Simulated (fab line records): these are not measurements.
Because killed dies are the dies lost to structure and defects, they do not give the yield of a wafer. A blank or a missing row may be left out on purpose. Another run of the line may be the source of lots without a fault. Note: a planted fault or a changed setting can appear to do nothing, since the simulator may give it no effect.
What tool caused it? | flow n5Finfet | at 1 step of a route of 1938, 7 lots with 21 wafers sampled

== WHAT THE GAUGES SHOWED, per wafer ==
N5_BEOL_M4_RC_MEAS_101.
lot  | measured     | on        | DIBL_N (mV/V)
L217 | day 12 09:15 | prober-01 | 36.8 36.0 36.3
L219 | day 12 12:49 | prober-02 | 33.9 35.7 36.5
L218 | day 12 13:01 | prober-01 | 34.5 33.9 35.6
L226 | day 14 15:55 | prober-01 | 38.3 34.6 37.8
L229 | day 15 02:43 | prober-01 | 33.6 33.7 33.3
L231 | day 15 11:44 | prober-02 | 37.6 36.5 36.8
L232 | day 15 13:35 | prober-02 | 36.4 32.1 38.1

== WHICH TOOL RAN EACH LOT (tool, then ch and the chambers of the sampled wafers, then the start) ==
The record holds no process step before these readings.

== THE ANSWER, worked out from the rows above alone ==
Rule: what is usual is taken from the lots themselves. Put in order of their means at a reading, lots are off if they are a third of the lots or fewer, leave a main group of 4 or more, and stand apart from it by a gap of 3 or more times the standard deviation of the main group's means; of several such gaps the widest counts. If all means in a main group match to the digits the tables above print for the reading, that group is not used. A lot without any number at a reading at which 4 lots or more have one is off too. All remaining lots with rows at the step are treated as sound.
No lot is off on any of the readings shown, so nothing can be concluded from this.

== WHAT THE SIMULATOR HAD PUT IN ==
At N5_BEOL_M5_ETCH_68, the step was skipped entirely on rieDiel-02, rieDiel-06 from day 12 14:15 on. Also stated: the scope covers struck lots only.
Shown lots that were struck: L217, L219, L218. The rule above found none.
